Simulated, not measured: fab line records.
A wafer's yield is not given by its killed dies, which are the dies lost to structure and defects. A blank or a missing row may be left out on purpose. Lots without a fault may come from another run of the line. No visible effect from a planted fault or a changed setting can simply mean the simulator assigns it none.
The tool behind it: which one? | flow nand-harc | 24 lots, 72 wafers sampled, at 2 steps of a route of 1159

## WHAT THE GAUGES READ, wafer by wafer
NHARC_A_WL_FILL_INSPECT_15. Usual: raw-defect-count 388, standard deviation 120.
lot  | measured     | on                | raw-defect-count | flag
L074 | day 15 10:50 | defect-inspect-01 | 260 322 237      |
L075 | day 16 07:35 | defect-inspect-01 | 277 306 335      |
L076 | day 16 14:52 | defect-inspect-01 | 451 670 364      |
L077 | day 16 15:25 | defect-inspect-01 | 581 578 462      |
L078 | day 16 19:07 | defect-inspect-01 | 470 245 644      |
L082 | day 17 10:06 | defect-inspect-02 | 361 356 446      |
L079 | day 17 13:32 | defect-inspect-02 | 272 166 361      |
L080 | day 17 19:59 | defect-inspect-01 | 419 393 388      |
L081 | day 18 04:52 | defect-inspect-02 | 347 241 245      |
L085 | day 18 12:41 | defect-inspect-01 | 256 287 254      |
L084 | day 18 12:43 | defect-inspect-02 | 270 469 276      |
L086 | day 18 20:31 | defect-inspect-01 | 366 340 275      |
L087 | day 18 20:53 | defect-inspect-02 | 520 874 547      |
L083 | day 19 00:47 | defect-inspect-01 | 413 413 787      |
L088 | day 19 12:32 | defect-inspect-02 | 467 242 293      |
L089 | day 19 12:37 | defect-inspect-01 | 312 315 383      |
L090 | day 20 04:50 | defect-inspect-02 | 381 436 273      |
L092 | day 20 11:58 | defect-inspect-02 | 268 399 442      |
L093 | day 20 15:24 | defect-inspect-02 | 218 377 288      |
L094 | day 20 18:59 | defect-inspect-02 | 437 511 530      |
L091 | day 20 19:46 | defect-inspect-02 | 423 331 402      |
L096 | day 21 22:13 | defect-inspect-01 | 431 394 413      |
L095 | day 21 22:50 | defect-inspect-02 | 338 326 215      |
L097 | day 22 02:29 | defect-inspect-01 | 315 309 345      |

NHARC_A_CONTACT_CD_MEAS_53. Usual: cd-nm 189.6 nm, standard deviation 0.89.
lot  | measured     | on        | cd-nm (nm)        | flag
L074 | day 15 19:48 | cd-sem-02 | 189.9 189.6 189.4 |
L075 | day 16 15:20 | cd-sem-02 | 190.6 189.8 189.1 |
L076 | day 16 21:53 | cd-sem-02 | 190.4 190.0 189.6 |
L077 | day 16 22:40 | cd-sem-02 | 188.6 188.3 188.7 |
L078 | day 17 04:47 | cd-sem-02 | 188.5 188.9 190.0 |
L082 | day 17 17:44 | cd-sem-03 | 190.0 190.1 188.6 |
L079 | day 17 22:01 | cd-sem-03 | 190.8 189.3 191.2 |
L080 | day 18 05:21 | cd-sem-02 | 190.1 189.1 189.9 |
L081 | day 18 12:25 | cd-sem-01 | 190.6 188.7 189.5 |
L085 | day 18 21:07 | cd-sem-01 | 191.0 190.9 189.9 |
L084 | day 18 21:58 | cd-sem-03 | 188.8 188.1 189.3 |
L086 | day 19 04:14 | cd-sem-03 | 188.4 188.2 187.4 |
L087 | day 19 04:05 | cd-sem-02 | 187.7 189.4 189.5 |
L083 | day 19 08:09 | cd-sem-02 | 188.7 187.7 188.8 |
L088 | day 19 20:34 | cd-sem-02 | 191.3 189.6 190.3 |
L089 | day 19 20:05 | cd-sem-03 | 189.0 190.2 190.7 |
L090 | day 20 11:56 | cd-sem-03 | 191.0 190.6 189.7 |
L092 | day 20 19:38 | cd-sem-02 | 190.7 188.9 188.9 |
L093 | day 20 22:48 | cd-sem-03 | 191.0 189.8 189.3 |
L094 | day 21 02:31 | cd-sem-01 | 188.7 190.4 188.8 |
L091 | day 21 03:39 | cd-sem-01 | 190.1 189.7 190.0 |
L096 | day 22 05:22 | cd-sem-02 | 188.9 190.4 189.9 |
L095 | day 22 07:47 | cd-sem-02 | 190.2 191.6 191.0 |
L097 | day 22 10:19 | cd-sem-03 | 190.3 190.3 189.9 |

## WHICH TOOL RAN EACH LOT (tool, then ch and the chambers of the sampled wafers, then the start)
The record shows no process step preceding these readings.

## AS READ BY THE TOOLS THEMSELVES (means over the sampled wafers that have a number; for cases with no such wafer, the mark the record gives instead)
The record holds no such reading with a usual standard deviation.

## THE ANSWER, worked out from the rows above alone
Rule: lot off if the mean of its wafers having a number is beyond 3 standard deviations from the usual mean. A lot without any number at a reading at which 4 lots or more have one is off too. Where the step has rows for the other lots, those lots are counted as sound. The gauges are gone through in route order, then the tools' own readings, and for those a lot's mean is taken as printed above. The first step at which some lot is off is used, and at that step the reading that is off furthest; a lot without a number counts as furthest.
Across all readings shown, no lot is off: no conclusion can be drawn from this.

## WHAT THE SIMULATOR PUT IN
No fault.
